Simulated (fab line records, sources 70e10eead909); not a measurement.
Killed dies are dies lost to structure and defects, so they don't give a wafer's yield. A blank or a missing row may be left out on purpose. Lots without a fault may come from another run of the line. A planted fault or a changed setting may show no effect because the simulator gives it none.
Which tool did it? | flow nand_harc | 24 lots, 72 wafers sampled, at 6 steps of a route of 1302

WHAT THE GAUGES READ, wafer by wafer
The record holds no reading of a measuring or inspecting step that can be judged against a usual standard deviation.

WHICH TOOL RAN EACH LOT (tool, then ch and the chambers of the sampled wafers, then the start)
lot  | NHARC_A_CHANNEL_HOLE_D2_ETCH_16               | NHARC_A_CHANNEL_HOLE_D2_ETCH_24  | NHARC_A_CHANNEL_HOLE_D2_ETCH_27  | NHARC_A_CHANNEL_HOLE_D2_XSEM_32 | NHARC_A_CHANNEL_FILL_D2_ALD_14   | NHARC_A_CHANNEL_FILL_D2_ALD_15
L074 | rie_diel-04 ch 1,3, day 13 12:40 or earlier   | har_etch-02 ch 1, day 13 12:40   | har_etch-02 ch 1, day 13 14:26   | xsem-02 ch 0, day 13 16:02      | ald_hk-02 ch 0,1,3, day 14 00:59 | ald_sin_batch-01 ch 0, no start
L075 | rie_diel-04 ch 0,1,3, day 13 22:14 or earlier | har_etch-01 ch 1, day 13 22:14   | har_etch-01 ch 1, day 14 00:05   | xsem-01 ch 0, day 14 01:44      | ald_hk-04 ch 2,3, day 14 09:02   | ald_sin_batch-03 ch 0, no start
L076 | rie_diel-07 ch 1,2,3, day 14 04:04 or earlier | har_etch-02 ch 0, day 14 04:04   | har_etch-02 ch 0, day 14 05:50   | xsem-02 ch 0, day 14 07:26      | ald_hk-02 ch 0,1,3, day 14 14:46 | ald_sin_batch-02 ch 0, no start
L077 | rie_diel-07 ch 0,1, day 14 11:41 or earlier   | har_etch-02 ch 0,1, day 14 11:41 | har_etch-02 ch 0,1, day 14 13:15 | xsem-01 ch 0, day 14 14:47      | ald_hk-04 ch 0,1,2, day 14 22:10 | ald_sin_batch-02 ch 0, no start
L079 | rie_diel-04 ch 1,2,3, day 14 19:53 or earlier | har_etch-01 ch 0,1, day 14 19:53 | har_etch-01 ch 0,1, day 14 21:26 | xsem-02 ch 0, day 14 23:00      | ald_hk-04 ch 1,2, day 15 07:29   | ald_sin_batch-01 ch 0, no start
L078 | rie_diel-07 ch 1,2, day 14 20:31 or earlier   | har_etch-02 ch 0,1, day 14 20:31 | har_etch-02 ch 0,1, day 14 22:22 | xsem-01 ch 0, day 14 23:59      | ald_hk-04 ch 2,3, day 15 07:43   | ald_sin_batch-01 ch 0, no start
L080 | rie_diel-07 ch 0,2,3, day 15 11:29 or earlier | har_etch-02 ch 0,1, day 15 11:29 | har_etch-02 ch 0,1, day 15 13:19 | xsem-01 ch 0, day 15 14:57      | ald_hk-01 ch 0,1,3, day 15 22:19 | ald_sin_batch-01 ch 0, no start
L081 | rie_diel-02 ch 0,1,3, day 16 04:03 or earlier | har_etch-02 ch 0,1, day 16 04:03 | har_etch-02 ch 0,1, day 16 05:55 | xsem-01 ch 0, day 16 07:35      | ald_hk-01 ch 0,1, day 16 14:55   | ald_sin_batch-02 ch 0, no start
L082 | rie_diel-02 ch 0,3, day 16 21:28 or earlier   | har_etch-01 ch 0,1, day 16 21:28 | har_etch-01 ch 0,1, day 16 23:13 | xsem-02 ch 0, day 17 00:49      | ald_hk-04 ch 1,2,3, day 17 08:16 | ald_sin_batch-01 ch 0, no start
L083 | rie_diel-07 ch 0,1, day 17 15:53 or earlier   | har_etch-02 ch 0,1, day 17 15:53 | har_etch-02 ch 0,1, day 17 17:43 | xsem-01 ch 0, day 17 19:38      | ald_hk-02 ch 0,1,2, day 18 02:58 | ald_sin_batch-03 ch 0, no start
L084 | rie_diel-07 ch 2,3, day 17 21:45 or earlier   | har_etch-01 ch 0,1, day 17 21:45 | har_etch-01 ch 0,1, day 17 23:25 | xsem-02 ch 0, day 18 01:01      | ald_hk-02 ch 1,2, day 18 07:47   | ald_sin_batch-03 ch 0, no start
L085 | rie_diel-04 ch 0,1,2, day 17 20:57 or earlier | har_etch-02 ch 0,1, day 17 20:57 | har_etch-02 ch 0,1, day 17 22:48 | xsem-01 ch 0, day 18 00:25      | ald_hk-04 ch 0,2,3, day 18 07:48 | ald_sin_batch-03 ch 0, no start
L086 | rie_diel-02 ch 0,2,3, day 18 03:42 or earlier | har_etch-01 ch 0,1, day 18 03:42 | har_etch-01 ch 0,1, day 18 05:27 | xsem-02 ch 0, day 18 07:04      | ald_hk-02 ch 1,2,3, day 18 14:34 | ald_sin_batch-03 ch 0, no start
L087 | rie_diel-04 ch 2,3, day 19 07:20 or earlier   | har_etch-02 ch 0,1, day 19 07:20 | har_etch-02 ch 0,1, day 19 09:11 | xsem-01 ch 0, day 19 10:49      | ald_hk-04 ch 0,1,3, day 19 20:40 | ald_sin_batch-01 ch 0, no start
L088 | rie_diel-02 ch 0,1,2, day 19 09:19 or earlier | har_etch-01 ch 1, day 19 09:19   | har_etch-01 ch 1, day 19 11:10   | xsem-02 ch 0, day 19 12:48      | ald_hk-04 ch 2,3, day 19 20:49   | ald_sin_batch-01 ch 0, no start
L089 | rie_diel-04 ch 0,1,3, day 20 00:30 or earlier | har_etch-01 ch 0,1, day 20 00:30 | har_etch-01 ch 0,1, day 20 02:15 | xsem-02 ch 0, day 20 03:51      | ald_hk-04 ch 1,3, day 20 11:10   | ald_sin_batch-01 ch 0, no start
L091 | rie_diel-07 ch 0,1,2, day 20 11:04 or earlier | har_etch-02 ch 0,1, day 20 11:04 | har_etch-02 ch 0,1, day 20 12:56 | xsem-01 ch 0, day 20 14:34      | ald_hk-02 ch 1,2, day 20 21:55   | ald_sin_batch-02 ch 0, no start
L090 | rie_diel-02 ch 0,2,3, day 20 12:58 or earlier | har_etch-01 ch 0,1, day 20 12:58 | har_etch-01 ch 0,1, day 20 14:32 | xsem-02 ch 0, day 20 16:05      | ald_hk-04 ch 0,1,3, day 20 21:57 | ald_sin_batch-02 ch 0, no start
L092 | rie_diel-04 ch 0,1,3, day 20 16:45 or earlier | har_etch-01 ch 0,1, day 20 16:45 | har_etch-01 ch 0,1, day 20 18:36 | xsem-01 ch 0, day 20 20:14      | ald_hk-01 ch 1,2,3, day 21 04:19 | ald_sin_batch-03 ch 0, no start
L093 | rie_diel-07 ch 1,2, day 21 04:16 or earlier   | har_etch-02 ch 0,1, day 21 04:16 | har_etch-02 ch 0,1, day 21 05:54 | xsem-02 ch 0, day 21 07:29      | ald_hk-04 ch 2,3, day 21 14:44   | ald_sin_batch-03 ch 0, no start
L094 | rie_diel-07 ch 0,1, day 21 16:19 or earlier   | har_etch-01 ch 0,1, day 21 16:19 | har_etch-01 ch 0,1, day 21 18:04 | xsem-01 ch 0, day 21 19:42      | ald_hk-02 ch 0,1, day 22 03:02   | ald_sin_batch-02 ch 0, no start
L095 | rie_diel-07 ch 0,2,3, day 22 05:45 or earlier | har_etch-02 ch 0,1, day 22 05:45 | har_etch-02 ch 0,1, day 22 07:30 | xsem-01 ch 0, day 22 09:15      | ald_hk-04 ch 1,2,3, day 22 16:33 | ald_sin_batch-02 ch 0, no start
L096 | rie_diel-04 ch 1,2,3, day 22 07:49 or earlier | har_etch-01 ch 0,1, day 22 07:49 | har_etch-01 ch 0,1, day 22 09:34 | xsem-02 ch 0, day 22 11:20      | ald_hk-01 ch 0,1,2, day 22 16:35 | ald_sin_batch-02 ch 0, no start
L097 | rie_diel-04 ch 0,1,3, day 23 05:15 or earlier | har_etch-01 ch 0,1, day 23 05:15 | har_etch-01 ch 0,1, day 23 07:07 | xsem-01 ch 0, day 23 08:44      | ald_hk-04 ch 0,3, day 23 16:05   | ald_sin_batch-01 ch 0, no start
- NHARC_A_CHANNEL_HOLE_D2_ETCH_16: etches the open film in O2/COS, target depth 3100 nm, time 806 s.
- NHARC_A_CHANNEL_HOLE_D2_ETCH_24: etches the open film in C4F8/O2/Ar, time 906.2 s, target depth 1500 nm.
- NHARC_A_CHANNEL_HOLE_D2_ETCH_27: etches the open film in C4F8/O2/Ar, time 90 s, target depth 400 nm.
- NHARC_A_CHANNEL_HOLE_D2_XSEM_32
- NHARC_A_CHANNEL_FILL_D2_ALD_14: deposits SiO2, target thk 2.5 nm, pulse time 10 s, ald cycles 25.
- NHARC_A_CHANNEL_FILL_D2_ALD_15: deposits SiNx, target thk 2 nm, pulse time 60 s, ald cycles 19.

WHAT THE TOOLS THEMSELVES READ (means of the sampled wafers that have a number; where no wafer has one, the mark that the record gives instead)
NHARC_A_CHANNEL_HOLE_D2_ETCH_16.
lot  | tool        | drypump_motor_current_A (A) | oes_product_au (a.u.) | rf_vpp_V (V) | showerhead_plenum_p_Torr (Torr) | throttle_valve_pct (%)
L074 | rie_diel-04 | 5.4                         | 0.989                 | 316.6        | 3.27                            | 28.322
L075 | rie_diel-04 | 5.6                         | 1.000                 | 315.7        | 3.24                            | 28.325
L076 | rie_diel-07 | 5.9                         | 1.002                 | 315.5        | 3.22                            | 28.334
L077 | rie_diel-07 | 6.0                         | 1.003                 | 315.8        | 3.22                            | 28.334
L079 | rie_diel-04 | 5.7                         | 0.997                 | 315.2        | 3.21                            | 28.341
L078 | rie_diel-07 | 5.7                         | 1.003                 | 316.4        | 3.34                            | 28.324
L080 | rie_diel-07 | 5.9                         | 1.004                 | 314.5        | 3.16                            | 28.332
L081 | rie_diel-02 | 5.6                         | 0.999                 | 313.5        | 3.10                            | 28.331
L082 | rie_diel-02 | 5.9                         | 0.996                 | 314.4        | 3.15                            | 28.328
L083 | rie_diel-07 | 6.0                         | 1.001                 | 316.2        | 3.21                            | 28.331
L084 | rie_diel-07 | 6.0                         | 1.013                 | 314.6        | 3.10                            | 28.335
L085 | rie_diel-04 | 5.9                         | 1.003                 | 313.8        | 3.18                            | 28.333
L086 | rie_diel-02 | 5.7                         | 1.000                 | 313.7        | 3.14                            | 28.333
L087 | rie_diel-04 | 5.6                         | 1.009                 | 315.2        | 3.24                            | 28.325
L088 | rie_diel-02 | 5.4                         | 0.996                 | 313.3        | 3.08                            | 28.336
L089 | rie_diel-04 | 5.6                         | 0.993                 | 316.5        | 3.23                            | 28.328
L091 | rie_diel-07 | 5.8                         | 1.000                 | 316.1        | 3.27                            | 28.328
L090 | rie_diel-02 | 5.7                         | 0.989                 | 314.3        | 3.14                            | 28.321
L092 | rie_diel-04 | 5.6                         | 0.998                 | 315.9        | 3.23                            | 28.324
L093 | rie_diel-07 | 5.6                         | 0.996                 | 317.0        | 3.33                            | 28.336
L094 | rie_diel-07 | 5.9                         | 0.994                 | 316.4        | 3.28                            | 28.334
L095 | rie_diel-07 | 5.9                         | 0.997                 | 314.3        | 3.15                            | 28.327
L096 | rie_diel-04 | 5.7                         | 1.004                 | 315.2        | 3.20                            | 28.322
L097 | rie_diel-04 | 5.6                         | 0.998                 | 316.4        | 3.23                            | 28.337

NHARC_A_CHANNEL_HOLE_D2_ETCH_24.
lot  | tool        | drypump_motor_current_A (A) | showerhead_plenum_p_Torr (Torr) | throttle_valve_pct (%)
L074 | har_etch-02 | 5.2                         | 3.73                            | 32.230
L075 | har_etch-01 | 5.3                         | 3.49                            | 32.231
L076 | har_etch-02 | 5.8                         | 3.72                            | 32.235
L077 | har_etch-02 | 5.6                         | 3.72                            | 32.235
L079 | har_etch-01 | 6.0                         | 3.61                            | 32.237
L078 | har_etch-02 | 5.5                         | 3.71                            | 32.228
L080 | har_etch-02 | 5.6                         | 3.71                            | 32.238
L081 | har_etch-02 | 5.4                         | 3.71                            | 32.233
L082 | har_etch-01 | 5.7                         | 3.54                            | 32.234
L083 | har_etch-02 | 5.6                         | 3.70                            | 32.239
L084 | har_etch-01 | 6.0                         | 3.59                            | 32.240
L085 | har_etch-02 | 5.4                         | 3.70                            | 32.243
L086 | har_etch-01 | 5.7                         | 3.52                            | 32.238
L087 | har_etch-02 | 5.3                         | 3.69                            | 32.237
L088 | har_etch-01 | 5.3                         | 3.45                            | 32.246
L089 | har_etch-01 | 5.7                         | 3.51                            | 32.232
L091 | har_etch-02 | 5.3                         | 3.68                            | 32.238
L090 | har_etch-01 | 6.0                         | 3.57                            | 32.237
L092 | har_etch-01 | 6.0                         | 3.57                            | 32.222
L093 | har_etch-02 | 5.6                         | 3.67                            | 32.230
L094 | har_etch-01 | 6.0                         | 3.56                            | 32.235
L095 | har_etch-02 | 5.6                         | 3.66                            | 32.234
L096 | har_etch-01 | 6.0                         | 3.55                            | 32.241
L097 | har_etch-01 | 6.0                         | 3.55                            | 32.223

NHARC_A_CHANNEL_HOLE_D2_ETCH_27.
lot  | tool        | bias_v (V) | drypump_motor_current_A (A) | showerhead_plenum_p_Torr (Torr) | throttle_valve_pct (%)
L074 | har_etch-02 | 399        | 5.1                         | 3.78                            | 27.614
L075 | har_etch-01 | 397        | 5.3                         | 3.53                            | 27.622
L076 | har_etch-02 | 399        | 5.8                         | 3.76                            | 27.628
L077 | har_etch-02 | 399        | 5.6                         | 3.76                            | 27.617
L079 | har_etch-01 | 398        | 6.0                         | 3.66                            | 27.613
L078 | har_etch-02 | 400        | 5.6                         | 3.76                            | 27.627
L080 | har_etch-02 | 401        | 5.6                         | 3.75                            | 27.624
L081 | har_etch-02 | 396        | 5.3                         | 3.76                            | 27.627
L082 | har_etch-01 | 403        | 5.7                         | 3.57                            | 27.631
L083 | har_etch-02 | 407        | 5.6                         | 3.74                            | 27.615
L084 | har_etch-01 | 398        | 6.0                         | 3.63                            | 27.617
L085 | har_etch-02 | 398        | 5.3                         | 3.75                            | 27.619
L086 | har_etch-01 | 402        | 5.7                         | 3.56                            | 27.621
L087 | har_etch-02 | 401        | 5.3                         | 3.74                            | 27.619
L088 | har_etch-01 | 401        | 5.3                         | 3.48                            | 27.618
L089 | har_etch-01 | 402        | 5.7                         | 3.55                            | 27.621
L091 | har_etch-02 | 399        | 5.3                         | 3.73                            | 27.622
L090 | har_etch-01 | 401        | 6.0                         | 3.61                            | 27.615
L092 | har_etch-01 | 401        | 6.0                         | 3.61                            | 27.613
L093 | har_etch-02 | 396        | 5.6                         | 3.71                            | 27.621
L094 | har_etch-01 | 402        | 6.0                         | 3.60                            | 27.623
L095 | har_etch-02 | 401        | 5.6                         | 3.70                            | 27.617
L096 | har_etch-01 | 403        | 6.1                         | 3.59                            | 27.628
L097 | har_etch-01 | 399        | 6.0                         | 3.59                            | 27.615

NHARC_A_CHANNEL_HOLE_D2_XSEM_32.
lot  | tool    | bot_cd_nm (nm) | bow_nm (nm) | tilt_deg (degrees)
L074 | xsem-02 | 73.5           | 7.9         | 0.03
L075 | xsem-01 | 73.1           | 8.7         | 0.07
L076 | xsem-02 | 75.3           | 8.3         | 0.08
L077 | xsem-01 | 73.3           | 8.7         | 0.14
L079 | xsem-02 | 73.3           | 9.0         | 0.11
L078 | xsem-01 | 74.4           | 8.6         | 0.03
L080 | xsem-01 | 75.1           | 8.4         | 0.06
L081 | xsem-01 | 74.3           | 8.3         | 0.09
L082 | xsem-02 | 74.7           | 8.7         | -0.01
L083 | xsem-01 | 75.2           | 8.6         | 0.11
L084 | xsem-02 | 73.8           | 8.5         | 0.08
L085 | xsem-01 | 73.6           | 8.1         | 0.05
L086 | xsem-02 | 75.7           | 8.9         | 0.08
L087 | xsem-01 | 75.7           | 8.7         | 0.03
L088 | xsem-02 | 75.0           | 8.6         | 0.03
L089 | xsem-02 | 74.7           | 8.4         | 0.03
L091 | xsem-01 | 74.7           | 8.7         | 0.01
L090 | xsem-02 | 72.5           | 8.3         | 0.09
L092 | xsem-01 | 74.4           | 8.8         | 0.11
L093 | xsem-02 | 75.1           | 9.1         | 0.16
L094 | xsem-01 | 74.0           | 8.5         | 0.07
L095 | xsem-01 | 74.4           | 8.0         | 0.07
L096 | xsem-02 | 73.8           | 8.8         | 0.06
L097 | xsem-01 | 74.6           | 8.2         | 0.04

NHARC_A_CHANNEL_FILL_D2_ALD_14.
lot  | tool      | heater_power_w (W) | precursor_pulse_height_rel
L074 | ald_hk-02 | 458                | 1.023
L075 | ald_hk-04 | 496                | 0.974
L076 | ald_hk-02 | 463                | 0.982
L077 | ald_hk-04 | 486                | 0.991
L079 | ald_hk-04 | 505                | 0.981
L078 | ald_hk-04 | 463                | 0.988
L080 | ald_hk-01 | 473                | 1.009
L081 | ald_hk-01 | 460                | 1.006
L082 | ald_hk-04 | 486                | 1.013
L083 | ald_hk-02 | 494                | 1.009
L084 | ald_hk-02 | 487                | 1.008
L085 | ald_hk-04 | 472                | 1.009
L086 | ald_hk-02 | 454                | 0.975
L087 | ald_hk-04 | 470                | 1.000
L088 | ald_hk-04 | 476                | 1.000
L089 | ald_hk-04 | 495                | 1.001
L091 | ald_hk-02 | 468                | 1.006
L090 | ald_hk-04 | 473                | 0.982
L092 | ald_hk-01 | 474                | 0.993
L093 | ald_hk-04 | 496                | 0.993
L094 | ald_hk-02 | 497                | 0.992
L095 | ald_hk-04 | 504                | 1.012
L096 | ald_hk-01 | 451                | 1.018
L097 | ald_hk-04 | 452                | 1.012

NHARC_A_CHANNEL_FILL_D2_ALD_15.
lot  | tool             | precursor_pulse_height_rel
L074 | ald_sin_batch-01 | 0.986
L075 | ald_sin_batch-03 | 1.010
L076 | ald_sin_batch-02 | 0.978
L077 | ald_sin_batch-02 | 1.002
L079 | ald_sin_batch-01 | 0.998
L078 | ald_sin_batch-01 | 0.989
L080 | ald_sin_batch-01 | 1.002
L081 | ald_sin_batch-02 | 1.001
L082 | ald_sin_batch-01 | 0.986
L083 | ald_sin_batch-03 | 1.001
L084 | ald_sin_batch-03 | 1.013
L085 | ald_sin_batch-03 | 1.008
L086 | ald_sin_batch-03 | 0.993
L087 | ald_sin_batch-01 | 1.010
L088 | ald_sin_batch-01 | 0.995
L089 | ald_sin_batch-01 | 0.993
L091 | ald_sin_batch-02 | 1.012
L090 | ald_sin_batch-02 | 1.000
L092 | ald_sin_batch-03 | 0.980
L093 | ald_sin_batch-03 | 1.007
L094 | ald_sin_batch-02 | 1.010
L095 | ald_sin_batch-02 | 1.000
L096 | ald_sin_batch-02 | 0.977
L097 | ald_sin_batch-01 | 1.018

THE ANSWER, worked out from the rows above alone
Rule: what is usual is taken from the lots themselves. Put in order of their means at a reading, lots are off if they are a third of the lots or fewer, leave a main group of 4 or more, and stand apart from it by a gap of 3 or more times the standard deviation of the main group's means; of several such gaps the widest counts. A main group whose means are all the same, to the digits that the tables above print for the reading, isn't used. A lot without any number at a reading at which 4 lots or more have one is off too. The other lots that the step has rows for count as sound. The gauges are gone through in route order, then the tools' own readings, and for those a lot's mean is taken as printed above. The first step at which some lot is off is used, and at that step the reading that is off furthest; a lot without a number counts as furthest.
No lot is off at any reading shown: from this, nothing can be told.

WHAT THE SIMULATOR HAD PUT IN
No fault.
